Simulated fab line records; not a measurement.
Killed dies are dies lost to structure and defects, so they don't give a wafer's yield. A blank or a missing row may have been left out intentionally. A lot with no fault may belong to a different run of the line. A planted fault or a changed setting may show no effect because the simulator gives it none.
Shared-tool check ; flow nand-harc ; 48 wafers sampled across 13 lots

== THE REASON FOR OPENING IT ==
On 3 of the 13 lots, a flag is raised at NHARC_A_CHANNEL_HOLE_D2_CD_MEAS_31 on the reading cd-nm. Fault-free wafers read 89.7 nm, with a standard deviation of 1.5.
Rule: a lot is flagged when every wafer of it that has a number lies more than 4 standard deviations from that mean, or none has a number. As for the other lots, they are considered sound.

lot;measured;on;cd-nm (nm), wafer by wafer;flag
L272;day 13 08:11;cd-sem-02;88.4 86.4 91.2;
L274;day 14 11:40;cd-sem-01;89.3 89.8 87.3;
L278;day 15 19:39;cd-sem-02;90.3 89.1 90.9;
L279;day 16 10:44;cd-sem-02;2.4 1.2 2.5 2.3 2.0 2.1;FLAGGED
L280;day 17 01:47;cd-sem-01;-0.3 1.1 1.1 -0.3 1.2 1.0;FLAGGED
L281;day 17 16:47;cd-sem-01;0.8 -0.1 2.1 1.1 -0.5 1.5;FLAGGED
L284;day 18 11:47;cd-sem-01;89.9 89.7 91.7;
L286;day 19 03:18;cd-sem-01;87.1 90.2 89.9;
L291;day 21 05:49;cd-sem-03;91.8 90.5 90.3;
L292;day 21 20:11;cd-sem-01;89.9 89.7 88.0;
L293;day 22 03:43;cd-sem-01;87.0 89.6 91.3;
L294;day 22 19:14;cd-sem-01;89.1 91.0 91.6;
L295;day 23 08:50;cd-sem-02;90.7 90.5 90.3;
The mean of the flagged lots' numbers is 1.2 nm, -88.5 nm from the usual (-59 standard deviations).

== WHICH TOOL EACH LOT WENT THROUGH ==
3 process steps preceding the reading are held in the record, out of 1302 steps in the route. Each cell gives the tool, then ch followed by the chambers the sampled wafers passed through, then the start.
lot;flag;NHARC_A_CHANNEL_HOLE_D2_DEP_00;NHARC_A_CHANNEL_HOLE_D2_ETCH_23;NHARC_A_CHANNEL_HOLE_D2_ETCH_27
L272;;acl-dep-02 ch 0, day 12 18:43;har-etch-01 ch 0,1, day 13 04:13;har-etch-01 ch 0,1, day 13 06:41
L274;;acl-dep-02 ch 0, day 14 02:24;har-etch-01 ch 1, day 14 07:33;har-etch-01 ch 1, day 14 10:07
L278;;acl-dep-01 ch 0, day 15 10:55;har-etch-02 ch 0,1, day 15 15:47;har-etch-02 ch 0,1, day 15 18:10
L279;FLAGGED;acl-dep-03 ch 0, day 16 00:04;har-etch-02 ch 0,1, day 16 06:40;har-etch-02 ch 0,1, day 16 09:12
L280;FLAGGED;acl-dep-03 ch 0, day 16 16:23;har-etch-01 ch 0,1, day 16 21:40;har-etch-01 ch 0,1, day 17 00:13
L281;FLAGGED;acl-dep-02 ch 0, day 17 07:04;har-etch-01 ch 0,1, day 17 12:47;har-etch-01 ch 0,1, day 17 15:10
L284;;acl-dep-02 ch 0, day 18 02:49;har-etch-02 ch 0,1, day 18 07:55;har-etch-02 ch 0,1, day 18 10:17
L286;;acl-dep-02 ch 0, day 18 16:28;har-etch-01 ch 0,1, day 18 23:13;har-etch-01 ch 0,1, day 19 01:45
L291;;acl-dep-03 ch 0, day 20 20:23;har-etch-02 ch 0,1, day 21 01:43;har-etch-02 ch 0,1, day 21 04:16
L292;;acl-dep-02 ch 0, day 21 10:42;har-etch-01 ch 0,1, day 21 16:14;har-etch-01 ch 0,1, day 21 18:41
L293;;acl-dep-01 ch 0, day 21 18:14;har-etch-02 ch 0,1, day 21 23:38;har-etch-02 ch 0,1, day 22 02:11
L294;;acl-dep-01 ch 0, day 22 09:27;har-etch-02 ch 0,1, day 22 15:11;har-etch-02 ch 0,1, day 22 17:41
L295;;acl-dep-03 ch 0, day 22 23:16;har-etch-01 ch 0,1, day 23 04:52;har-etch-01 ch 0,1, day 23 07:19
These steps, and what they do:
- NHARC_A_CHANNEL_HOLE_D2_DEP_00: deposits aC, target thk 3100 nm.
- NHARC_A_CHANNEL_HOLE_D2_ETCH_23: etches the open film in C4F8/O2/Ar, time 819 s, target depth 1600 nm.
- NHARC_A_CHANNEL_HOLE_D2_ETCH_27: etches the open film in C4F8/O2/Ar, time 90 s, target depth 400 nm.
- NHARC_A_CHANNEL_HOLE_D2_CD_MEAS_31

== FLAGGED AGAINST TOTAL, ONE TOOL AT A TIME (gauges that did the reading follow at the end) ==
step;tool;lots run;flagged;share of the flagged lots;sound lots run after its first flagged lot
NHARC_A_CHANNEL_HOLE_D2_DEP_00;acl-dep-01;3;0;none;-
NHARC_A_CHANNEL_HOLE_D2_DEP_00;acl-dep-02;6;1;some;3 (L284,L286,L292)
NHARC_A_CHANNEL_HOLE_D2_DEP_00;acl-dep-03;4;2;some;2 (L291,L295)
NHARC_A_CHANNEL_HOLE_D2_ETCH_23;har-etch-01;7;2;some;3 (L286,L292,L295)
NHARC_A_CHANNEL_HOLE_D2_ETCH_23;har-etch-02;6;1;some;4 (L284,L291,L293,L294)
NHARC_A_CHANNEL_HOLE_D2_ETCH_27;har-etch-01;7;2;some;3 (L286,L292,L295)
NHARC_A_CHANNEL_HOLE_D2_ETCH_27;har-etch-02;6;1;some;4 (L284,L291,L293,L294)
NHARC_A_CHANNEL_HOLE_D2_CD_MEAS_31;cd-sem-01;8;2;some;5 (L284,L286,L292,L293,L294)
NHARC_A_CHANNEL_HOLE_D2_CD_MEAS_31;cd-sem-02;4;1;some;1 (L295)
NHARC_A_CHANNEL_HOLE_D2_CD_MEAS_31;cd-sem-03;1;0;none;-

== WHAT THE TABLE PERMITS ==
No row of the table ran every flagged lot.

== WHAT HAD BEEN PUT IN BY THE SIMULATOR ==
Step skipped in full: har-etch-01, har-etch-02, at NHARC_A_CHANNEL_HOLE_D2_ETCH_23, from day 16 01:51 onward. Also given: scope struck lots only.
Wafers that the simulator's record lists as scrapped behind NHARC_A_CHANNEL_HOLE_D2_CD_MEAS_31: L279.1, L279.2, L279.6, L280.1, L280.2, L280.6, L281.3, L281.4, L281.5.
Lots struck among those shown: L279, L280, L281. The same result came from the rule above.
